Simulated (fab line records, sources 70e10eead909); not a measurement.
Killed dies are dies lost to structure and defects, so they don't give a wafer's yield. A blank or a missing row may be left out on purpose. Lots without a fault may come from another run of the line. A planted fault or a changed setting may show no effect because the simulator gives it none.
fab line records | flow nand_harc
record lots=14 wafers=42 last_day=25
route steps=1159 shown A_SOURCE_PLATE@420 A_ONON_D1@433 A_CHANNEL_HOLE_D1@462
lots that met no fault: from a run of the same line without faults
start_h: hours from the record's first day to the start of the lot's first wafer shown | wait_h: hours since the lot's step before | " the same as in the row above | L1.1+2: a row that stands for several wafers | - no value, or no start given | * or withheld: withheld | < > ~ a bound
route shown NAME@n: a module of which the file shows steps, and the number in the route of the first | usual: mean/standard deviation of fault-free wafers | same: alike in all rows | chamber/n: place in a boat | sites: the reading at each site | _std_site: their standard deviation | _edge_site: outer sites' mean less inner sites' | radius_mm: how far each site lies from the wafer's centre | mask NAME#n: copy n | behind: the tool/chamber that last shaped the wafer | hold: why the lot was held/for how many hours/how that ended | device: the transistor (n, p or np) that didn't switch | end of line: the same wafers' tests at the end of the route | a step without rows: its recipe alone | killed: dies lost to structure and defects at the first sort, not the wafer's yield | map: a wafer's dies, x killed, . not, _ none there
set.NAME: the setting as run; set.NAME@STEP: as run at that earlier step | model.NAME: the simulator's own value behind a step, which no gauge read
steps of the route over a sample of lots; a table a step, a row a wafer
services: from which hour (start_h, from the record's first day; less than 0 if before it) a tool's chamber was out of use, for how many hours, and why
## steps
# step NHARC_A_SOURCE_PLATE_THK_MEAS_06
# recipe thk_meas_gauge=ellipsometry
# usual thk_nm=201.1/2.3
# columns lot.wafer tool chamber start_h wait_h thk_nm
L536.1 film_metro-01 - 169.30 0.4 204.3
L536.3 " - " " 205.6
L536.6 " - " " 205.0
L535.1 film_metro-02 - 169.30 0.4 202.3
L535.2 " - " " 203.2
L535.5 " - " " 203.6
L538.2 film_metro-01 - 169.31 0.4 202.2
L538.3 " - " " 200.2
L538.5 " - " " 201.6
L539.2 film_metro-02 - 169.33 0.4 203.0
L539.3 " - " " 203.2
L539.5 " - " " 202.0
L537.2 film_metro-02 - 179.96 0.4 199.6
L537.3 " - " " 197.3
L537.5 " - " " 198.0
L540.3 film_metro-01 - 185.16 0.4 205.0
L540.4 " - " " 205.0
L540.5 " - " " 204.5
L546.1 film_metro-02 - 226.65 0.4 202.1
L546.3 " - " " 200.1
L546.6 " - " " 198.8
L548.4 film_metro-01 - 236.78 0.4 199.1
L548.5 " - " " 201.2
L548.6 " - " " 197.3
L550.2 film_metro-01 - 253.19 0.4 201.6
L550.4 " - " " 201.0
L550.6 " - " " 202.2
L552.2 film_metro-01 - 253.20 0.4 199.2
L552.3 " - " " 199.1
L552.4 " - " " 198.0
L555.1 film_metro-01 - 269.88 0.4 203.1
L555.2 " - " " 201.0
L555.3 " - " " 203.4
L554.2 film_metro-02 - 269.90 0.4 199.6
L554.4 " - " " 201.2
L554.5 " - " " 202.5
L556.3 film_metro-01 - 279.57 0.4 205.2
L556.4 " - " " 203.2
L556.5 " - " " 203.4
L558.3 film_metro-02 - 301.41 0.4 196.9
L558.5 " - " " 199.6
L558.6 " - " " 196.7
# step NHARC_A_ONON_D1_THK_MEAS_14
# recipe thk_meas_gauge=ellipsometry
# usual thk_nm=998/9.6
# columns lot.wafer tool chamber start_h wait_h thk_nm
L536.1 film_metro-02 - 172.20 - 988
L536.3 " - " " 989
L536.6 " - " " 988
L539.2 film_metro-01 - 172.27 - 993
L539.3 " - " " 993
L539.5 " - " " 992
L535.1 film_metro-02 - 172.34 - 998
L535.2 " - " " 995
L535.5 " - " " 996
L538.2 film_metro-02 - 172.56 - 1014
L538.3 " - " " 1016
L538.5 " - " " 1015
L537.2 film_metro-02 - 182.94 - 984
L537.3 " - " " 985
L537.5 " - " " 984
L540.3 film_metro-01 - 188.12 - 1011
L540.4 " - " " 1012
L540.5 " - " " 1012
L546.1 film_metro-02 - 229.58 - 1001
L546.3 " - " " 1000
L546.6 " - " " 999
L548.4 film_metro-02 - 239.98 - 980
L548.5 " - " " 980
L548.6 " - " " 981
L550.2 film_metro-02 - 256.09 - 985
L550.4 " - " " 985
L550.6 " - " " 986
L552.2 film_metro-02 - 256.18 - 996
L552.3 " - " " 997
L552.4 " - " " 998
L555.1 film_metro-02 - 272.79 - 1007
L555.2 " - " " 1006
L555.3 " - " " 1005
L554.2 film_metro-01 - 272.80 - 1005
L554.4 " - " " 1006
L554.5 " - " " 1005
L556.3 film_metro-01 - 282.67 - 999
L556.4 " - " " 1000
L556.5 " - " " 998
L558.3 film_metro-02 - 304.33 - 999
L558.5 " - " " 1000
L558.6 " - " " 999
# step NHARC_A_ONON_D1_DEP_28
# recipe target_thk_a=10000 n2_flow_sccm=2750 n2o_flow_sccm=2000 nh3_flow_sccm=500 sih4_flow_sccm=210 temp_c=400
# usual sih4_flow_sccm=210.1/0.55
# columns lot.wafer tool chamber start_h wait_h sih4_flow_sccm
L536.1 pecvd_onon-01 0 183.65 0.1 209.9
L536.3 " 0 " " 210.8
L536.6 " 0 " " 208.9
L535.1 pecvd_onon-03 0 183.79 0.1 209.1
L535.2 " 0 " " 210.7
L535.5 " 0 " " 209.1
L539.2 pecvd_onon-02 0 183.97 0.1 209.9
L539.3 " 0 " " 209.7
L539.5 " 0 " " 210.4
L538.2 pecvd_onon-01 0 184.07 0.1 210.2
L538.3 " 0 " " 210.9
L538.5 " 0 " " 209.8
L537.2 pecvd_onon-03 0 195.32 0.1 210.7
L537.3 " 0 " " 210.1
L537.5 " 0 " " 210.0
L540.3 pecvd_onon-02 0 195.41 0.2 210.2
L540.4 " 0 " " 209.7
L540.5 " 0 " " 209.3
L546.1 pecvd_onon-02 0 239.67 0.1 210.5
L546.3 " 0 " " 210.2
L546.6 " 0 " " 209.1
L548.4 pecvd_onon-02 0 249.63 0.2 210.5
L548.5 " 0 " " 211.0
L548.6 " 0 " " 209.9
L550.2 pecvd_onon-03 0 265.04 0.1 209.5
L550.4 " 0 " " 209.9
L550.6 " 0 " " 209.8
L552.2 pecvd_onon-01 0 265.09 0.1 210.0
L552.3 " 0 " " 210.5
L552.4 " 0 " " 210.2
L555.1 pecvd_onon-01 0 281.80 0.1 209.6
L555.2 " 0 " " 209.8
L555.3 " 0 " " 208.8
L554.2 pecvd_onon-03 0 281.98 0.2 210.4
L554.4 " 0 " " 211.4
L554.5 " 0 " " 210.1
L556.3 pecvd_onon-03 0 291.67 0.2 209.7
L556.4 " 0 " " 210.9
L556.5 " 0 " " 210.3
L558.3 pecvd_onon-03 0 315.71 0.2 209.0
L558.5 " 0 " " 210.0
L558.6 " 0 " " 210.2
# step NHARC_A_ONON_D1_THK_MEAS_30
# recipe thk_meas_gauge=ellipsometry
# usual thk_nm=1002/10
# columns lot.wafer tool chamber start_h wait_h hold thk_nm
L536.1 film_metro-01 - 184.16 - - 992
L536.3 " - " " - 993
L536.6 " - " " - 991
L535.1 film_metro-01 - 184.29 - - 999
L535.2 " - " " - 998
L535.5 " - " " - 999
L539.2 film_metro-02 - 184.42 - - 996
L539.3 " - " " - 995
L539.5 " - " " - 996
L538.2 film_metro-01 - 184.52 - - 982
L538.3 " - " " - 981
L538.5 " - " " - 984
L537.2 film_metro-01 - 195.78 - - 1011
L537.3 " - " " - 1011
L537.5 " - " " - 1011
L540.3 film_metro-02 - 195.81 - - 1021
L540.4 " - " " - 1021
L540.5 " - " " - 1019
L546.1 film_metro-02 - 240.19 - await_dispo/0.2h/release 602
L546.3 " - " " await_dispo/0.2h/release 603
L546.6 " - " " await_dispo/0.2h/release 601
L546.1 film_metro-02 - 240.36 0.2 - 603
L546.3 " - " " - 604
L546.6 " - " " - 603
L548.4 film_metro-02 - 249.97 - await_dispo/0.2h/release 598
L548.5 " - " " await_dispo/0.2h/release 599
L548.6 " - " " await_dispo/0.2h/release 598
L548.4 film_metro-02 - 250.14 0.2 - 599
L548.5 " - " " - 599
L548.6 " - " " - 600
L550.2 film_metro-01 - 265.52 - - 1003
L550.4 " - " " - 1003
L550.6 " - " " - 1003
L552.2 film_metro-02 - 265.57 - - 992
L552.3 " - " " - 992
L552.4 " - " " - 991
L555.1 film_metro-01 - 282.31 - - 1013
L555.2 " - " " - 1014
L555.3 " - " " - 1013
L554.2 film_metro-01 - 282.42 - - 1019
L554.4 " - " " - 1016
L554.5 " - " " - 1015
L556.3 film_metro-02 - 292.07 - - 1001
L556.4 " - " " - 999
L556.5 " - " " - 1001
L558.3 film_metro-02 - 316.10 - - 1005
L558.5 " - " " - 1004
L558.6 " - " " - 1004
# step NHARC_A_CHANNEL_HOLE_D1_CD_MEAS_10
# recipe target_cd_nm=100 landing_energy_ev=500
# usual cd_nm=100.0/0.49
# columns lot.wafer tool chamber start_h wait_h cd_nm
L536.1 cd_sem-01 0 188.98 - 100.3
L536.3 " 0 " " 100.4
L536.6 " 0 " " 100.4
L535.1 cd_sem-01 0 189.17 - 100.1
L535.2 " 0 " " 100.6
L535.5 " 0 " " 100.3
L539.2 cd_sem-01 0 190.45 - 100.9
L539.3 " 0 " " 99.6
L539.5 " 0 " " 99.8
L538.2 cd_sem-01 0 191.01 - 99.5
L538.3 " 0 " " 100.0
L538.5 " 0 " " 99.1
L537.2 cd_sem-02 0 198.98 - 100.8
L537.3 " 0 " " 99.2
L537.5 " 0 " " 100.5
L540.3 cd_sem-02 0 199.18 - 99.9
L540.4 " 0 " " 99.7
L540.5 " 0 " " 99.8
L550.2 cd_sem-01 0 268.86 - 99.9
L550.4 " 0 " " 99.0
L550.6 " 0 " " 100.4
L552.2 cd_sem-01 0 270.26 - 99.8
L552.3 " 0 " " 100.1
L552.4 " 0 " " 100.8
L555.1 cd_sem-01 0 285.63 - 100.1
L555.2 " 0 " " 100.4
L555.3 " 0 " " 100.0
L554.2 cd_sem-02 0 287.54 - 100.5
L554.4 " 0 " " 100.5
L554.5 " 0 " " 100.2
L556.3 cd_sem-01 0 295.75 - 99.4
L556.4 " 0 " " 100.3
L556.5 " 0 " " 99.6
L558.3 cd_sem-03 0 319.99 - 99.5
L558.5 " 0 " " 100.8
L558.6 " 0 " " 99.7
## services
# columns tool chamber start_h hours kind
pecvd_onon-01 - 195.07 13.0 pm
pecvd_onon-02 - 292.00 13.0 pm
## key
first_sign step=NHARC_A_ONON_D1_THK_MEAS_30 reading=visit direction=added
effect step=NHARC_A_ONON_D1_THK_MEAS_30 reading=thk_nm direction=down sigmas=40 usual=1002 struck=600
met_at NHARC_A_ONON_D1_DEP_28
struck_lots L546,L548
struck_wafers L546.1,L546.3,L546.6,L548.4,L548.5,L548.6
later_rows_left_out L546.1,L546.3,L546.6,L548.4,L548.5,L548.6
sort_left_out L546.1,L546.3,L546.6,L548.4,L548.5,L548.6
tester_left_out L546,L548
not_acting_at NHARC_A_SOURCE_PLATE_THK_MEAS_06,NHARC_A_ONON_D1_THK_MEAS_14,NHARC_A_CHANNEL_HOLE_D1_CD_MEAS_10
onset_between 195.41 239.67
fault kind=process_parameter_drift tool=pecvd_onon-02 chamber=0 onset_h=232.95 steps=NHARC_A_ONON_D1_DEP_28 channel=target_thk_a offset=* shape=step end_h=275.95 acts_in=* stated=*
# tester_left_out: of these lots the tester's yield and bins aren't shown, on N5 and GAA mostly nor the transistor test; their killed dies are dies lost to structure and defects alone, not to doping, threshold or leakage, so they don't give the yield
# sort_left_out: the simulated sort isn't trusted on such a fault, so these wafers' sort isn't shown, and their yield isn't known
# later_rows_left_out: the simulator's readings of these wafers behind a module that went badly wrong aren't trusted and aren't shown, but for the sort
